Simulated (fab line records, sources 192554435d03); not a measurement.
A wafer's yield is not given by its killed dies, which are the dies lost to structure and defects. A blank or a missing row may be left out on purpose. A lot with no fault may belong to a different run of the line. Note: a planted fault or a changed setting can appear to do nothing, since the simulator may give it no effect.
The tool behind it: which one? -- flow n5 finfet -- 24 lots, 72 wafers sampled, at 3 steps of a route of 1938

WHAT EACH GAUGE READ, for each wafer
N5_MOL_CONTACT_COAG_CD_MEAS_137: target cd 16 nm. Usual: cd nm at 16.0 nm, with a standard deviation of 0.35.
lot,measured,on,cd nm (nm),flag
L074,day 5 08:37,cd sem-02,16.0 15.7 15.9,
L075,day 5 13:17,cd sem-01,15.2 16.3 16.7,
L076,day 5 14:13,cd sem-02,16.4 15.4 15.7,
L077,day 5 22:38,cd sem-01,15.9 16.2 15.3,
L078,day 6 06:30,cd sem-03,15.7 15.6 15.7,
L079,day 6 07:22,cd sem-02,16.4 16.2 16.4,
L080,day 6 13:29,cd sem-01,15.9 16.2 16.6,
L081,day 6 21:15,cd sem-02,15.4 15.3 15.7,
L083,day 7 07:59,cd sem-02,16.0 15.8 15.9,
L082,day 7 11:22,cd sem-01,16.1 15.9 16.1,
L084,day 7 17:41,cd sem-03,16.3 16.0 16.4,
L085,day 7 19:55,cd sem-03,16.1 16.4 16.2,
L086,day 8 05:19,cd sem-03,15.9 16.0 15.5,
L087,day 8 12:41,cd sem-03,16.1 15.7 15.6,
L089,day 8 23:50,cd sem-01,15.4 15.5 15.8,
L088,day 9 01:49,cd sem-03,15.9 16.3 15.6,
L090,day 9 04:10,cd sem-01,16.5 16.8 16.4,
L091,day 9 14:15,cd sem-03,15.9 16.8 16.1,
L092,day 9 21:33,cd sem-01,16.4 15.6 16.1,
L093,day 9 22:10,cd sem-02,15.9 15.9 15.8,
L094,day 10 04:38,cd sem-01,15.8 16.0 15.9,
L095,day 10 14:20,cd sem-02,16.0 16.0 16.1,
L096,day 10 16:41,cd sem-03,15.5 15.8 16.3,
L097,day 10 21:58,cd sem-01,15.5 16.6 15.4,

N5_MOL_CONTACT_COAG_OVL_MEAS_41. Usual: VD_OVL gives -0.1 nm (standard deviation 0.66).
lot,measured,on,VD_OVL (nm),flag
L074,day 5 09:06,overlay-01,-0.1 -0.4 0.1,
L075,day 5 13:38,overlay-02,-0.8 0.6 0.8,
L076,day 5 14:35,overlay-01,-0.8 0.1 -0.1,
L077,day 5 22:59,overlay-01,0.6 1.2 0.7,
L078,day 6 06:59,overlay-01,-0.7 -0.6 -0.9,
L079,day 6 07:43,overlay-01,-0.5 -0.6 -1.1,
L080,day 6 13:50,overlay-01,-0.1 -0.1 -0.4,
L081,day 6 21:36,overlay-02,0.3 0.5 0.8,
L083,day 7 08:27,overlay-01,0.0 -0.1 0.4,
L082,day 7 11:52,overlay-01,-0.3 -0.1 -1.1,
L084,day 7 18:03,overlay-01,-1.1 -0.5 -1.5,
L085,day 7 20:16,overlay-02,0.4 0.3 0.7,
L086,day 8 05:40,overlay-01,-0.5 -0.4 -0.7,
L087,day 8 13:10,overlay-02,-0.5 -0.6 0.2,
L089,day 9 00:22,overlay-01,0.3 -0.5 0.4,
L088,day 9 02:18,overlay-02,0.2 -0.3 -0.1,
L090,day 9 04:31,overlay-01,1.3 -0.4 -0.2,
L091,day 9 14:44,overlay-02,-0.6 -0.9 0.2,
L092,day 9 22:02,overlay-02,-0.4 0.4 -0.6,
L093,day 9 22:32,overlay-02,1.2 0.8 1.6,
L094,day 10 05:09,overlay-02,-0.1 0.2 0.0,
L095,day 10 14:41,overlay-01,0.4 0.1 -0.4,
L096,day 10 17:09,overlay-01,0.3 -0.3 -0.4,
L097,day 10 22:26,overlay-01,-0.5 -0.1 -0.2,

TOOL THAT RAN EACH LOT (tool first, then ch and the chambers of the sampled wafers, then the start)
lot,N5_MOL_CONTACT_COAG_CMP_28
L074,"cmp-03 ch 0,1, day 5 05:22"
L075,"cmp-02 ch 1,2, day 5 11:02"
L076,"cmp-02 ch 0,1,3, day 5 12:07"
L077,"cmp-02 ch 0,2, day 5 20:15"
L078,"cmp-01 ch 0,2,3, day 6 03:38"
L079,"cmp-03 ch 0,1,2, day 6 05:08"
L080,"cmp-02 ch 0,3, day 6 10:50"
L081,"cmp-02 ch 0,2,3, day 6 17:47"
L083,"cmp-02 ch 1,2,3, day 7 04:40"
L082,"cmp-01 ch 1,2,3, day 7 06:41"
L084,"cmp-03 ch 1,2,3, day 7 15:07"
L085,"cmp-03 ch 0,2, day 7 17:41"
L086,"cmp-01 ch 1,3, day 8 03:11"
L087,"cmp-02 ch 0,1,2, day 8 09:26"
L089,"cmp-01 ch 1,2, day 8 21:17"
L088,"cmp-01 ch 0,3, day 8 22:45"
L090,"cmp-02 ch 0,1,3, day 9 02:08"
L091,"cmp-01 ch 1,2,3, day 9 12:01"
L092,"cmp-03 ch 0,1,2, day 9 18:46"
L093,"cmp-01 ch 0,2,3, day 9 19:40"
L094,"cmp-02 ch 1,2, day 10 02:22"
L095,"cmp-03 ch 0,2,3, day 10 11:38"
L096,"cmp-01 ch 1,2, day 10 14:27"
L097,"cmp-01 ch 0,1, day 10 19:46"
- N5_MOL_CONTACT_COAG_CMP_28: polishes, stops on SiNx, t overpolish 0.85 s, target thk 14.522 nm.

WHAT THE TOOLS THEMSELVES READ (means of the sampled wafers that have a number; where no wafer has one, the mark that the record gives instead)
N5_MOL_CONTACT_COAG_CMP_28. Usual: motor current A 11.8 A, standard deviation 1.7; platen rpm 51.80 rpm, standard deviation 0.031; time to endpoint s 6.0 s, standard deviation 2.1.
lot,tool,motor current A (A),platen rpm (rpm),time to endpoint s (s),flag
L074,cmp-03,10.1,51.81,7.3,
L075,cmp-02,10.9,51.82,7.7,
L076,cmp-02,11.5,51.80,7.1,
L077,cmp-02,11.7,51.85,8.2,
L078,cmp-01,13.2,51.81,4.2,
L079,cmp-03,10.6,51.78,8.1,
L080,cmp-02,12.1,51.78,6.7,
L081,cmp-02,11.0,51.81,7.2,
L083,cmp-02,10.3,51.82,7.1,
L082,cmp-01,12.1,51.79,7.5,
L084,cmp-03,11.6,51.83,5.6,
L085,cmp-03,10.7,51.81,5.8,
L086,cmp-01,12.1,51.81,4.1,
L087,cmp-02,11.5,51.81,4.9,
L089,cmp-01,13.0,51.78,7.1,
L088,cmp-01,14.2,51.84,5.2,
L090,cmp-02,11.5,51.83,5.8,
L091,cmp-01,12.4,51.81,5.2,
L092,cmp-03,10.4,51.80,3.8,
L093,cmp-01,13.0,51.79,5.5,
L094,cmp-02,10.5,51.81,5.9,
L095,cmp-03,11.6,51.82,2.2,
L096,cmp-01,12.9,51.79,8.4,
L097,cmp-01,13.4,51.83,5.8,

THE ANSWER, worked out from the rows above alone
Rule: take the mean of a lot's wafers that have a number; if it is more than 3 standard deviations from the usual mean, the lot is off. Also off: a lot with no number at a reading for which 4 or more lots have one. Where the step has rows for the other lots, those lots are counted as sound. The gauges are gone through in route order, then the tools' own readings, and for those a lot's mean is taken as printed above. The first step at which some lot is off is used, and at that step the reading that is off furthest; a lot without a number counts as furthest.
No lot is off at any reading shown: from this, nothing can be told.

WHAT THE SIMULATOR PUT IN
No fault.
